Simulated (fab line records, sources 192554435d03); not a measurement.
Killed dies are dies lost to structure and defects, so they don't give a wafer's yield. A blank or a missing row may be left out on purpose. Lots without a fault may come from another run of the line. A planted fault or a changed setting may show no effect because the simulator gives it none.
Split-lot experiment | flow n5_finfet | 7 lots, 21 wafers read, on a route of 1938 steps

THE SPLIT
At N5_FIN_CUT_EXPOSE_05 (exposes mask FIN CUT), the setting dose_mj was moved away from the recipe's 45.75 on 6 of the 21 wafers read, by +5.2% to +7.1%. The other wafers ran this setting at the recipe's value.

FROM THE SPLIT TO THE READING: what the file shows between them, 2 steps
- N5_FIN_CUT_PEB_06: peb time 60 s
- N5_FIN_CUT_DEVELOP_07: develop time 30 s

THE READING
cd_nm, in nm, at N5_FIN_CUT_CD_MEAS_08 (target cd 29.1 nm). Fault-free wafers of this fab line usually give 29.03 nm, standard deviation 0.29 nm.

wafer  | tool, chamber at the split | dose_mj as run | against the recipe | cd_nm, nm | against lot-mates on the recipe
L074.3 | euv_scanner-01, 0          | 45.75          | recipe             | 29.24     | -
L074.4 | euv_scanner-01, 0          | 45.75          | recipe             | 29.12     | -
L074.6 | euv_scanner-01, 0          | 45.75          | recipe             | 28.85     | -
L083.2 | euv_scanner-02, 0          | 45.75          | recipe             | 28.78     | -
L083.3 | euv_scanner-02, 0          | 45.75          | recipe             | 28.88     | -
L083.6 | euv_scanner-02, 0          | 48.6           | +6.2%              | 30.11     | +1.28
L084.1 | euv_scanner-02, 0          | 45.75          | recipe             | 28.73     | -
L084.2 | euv_scanner-02, 0          | 45.75          | recipe             | 28.75     | -
L084.5 | euv_scanner-02, 0          | 45.75          | recipe             | 28.76     | -
L085.1 | euv_scanner-02, 0          | 48.11          | +5.2%              | 29.69     | no lot-mate on the recipe
L085.2 | euv_scanner-02, 0          | 48.11          | +5.2%              | 29.65     | no lot-mate on the recipe
L085.6 | euv_scanner-02, 0          | 48.11          | +5.2%              | 29.84     | no lot-mate on the recipe
L089.1 | euv_scanner-02, 0          | 45.75          | recipe             | 28.97     | -
L089.2 | euv_scanner-02, 0          | 45.75          | recipe             | 29.50     | -
L089.4 | euv_scanner-02, 0          | 45.75          | recipe             | 28.90     | -
L092.2 | euv_scanner-01, 0          | 45.75          | recipe             | 29.26     | -
L092.4 | euv_scanner-01, 0          | 45.75          | recipe             | 28.63     | -
L092.6 | euv_scanner-01, 0          | 45.75          | recipe             | 29.38     | -
L096.2 | euv_scanner-02, 0          | 48.99          | +7.1%              | 30.34     | +1.43
L096.4 | euv_scanner-02, 0          | 45.75          | recipe             | 28.91     | -
L096.5 | euv_scanner-02, 0          | 48.99          | +7.1%              | 30.15     | +1.24

THE FIT
A straight line over all 21 wafers: cd_nm changes by +0.168 nm for each +1% of dose_mj; r = +0.90; the points scatter about the line by 0.24 nm.
The same after taking each lot's own level away (the mean of its wafers on the recipe; 18 wafers): +0.193 nm for each +1%; r = +0.93; scatter 0.2 nm.
On that fit, the largest move of dose_mj shifts the reading by 1.4 nm.
The lots' own levels span 28.747 to 29.123 nm, that is 1.3 times the standard deviation above.
So the lot-to-lot level changes the slope: the two fits differ.
Check: with one of the wafers moved furthest among these (+7.1%) left out of the fit, the line predicts +1.33 nm for it against its lot-mates. It came out at +1.43 nm against them.

OTHER SPLITS ON THESE WAFERS
These wafers also went through other splits before the reading. Each is held against what the fit with the lots' levels taken away leaves over:
other split on the same wafers | wafers away from the commonest value | r with cd_nm (lot level and that fit taken away)
N5_WELL_APT_COAT_02 spin_rpm   | 6                                    | +0.01

THE WHOLE CHAIN: every reading that the file lists as answering this split, in the file's order
step                  | what it does                                                | reading                                                               | change (the file's fit)               | r (the file's)
N5_FIN_CUT_CD_MEAS_08 | target cd 29.1 nm                                           | cd_nm                                                                 | +0.196 nm for each +1% of the setting | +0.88
N5_FIN_CUT_ETCH_30    | etches underlayer in N2/H2, target depth 13 nm, time 10.4 s | FIN_CUT.cd_offset_nm (the simulator's own value, which no gauge read) | +0.218 nm for each +1% of the setting | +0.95
N5_FIN_CUT_ETCH_20    | etches SiARC in CF4, target depth 26 nm, time 43.3 s        | FIN_CUT.cd_offset_nm (the simulator's own value, which no gauge read) | +0.187 nm for each +1% of the setting | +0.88

THE FILE'S OWN FIT
cd_nm changes by +0.196 nm for each +1% of dose_mj, r = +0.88.
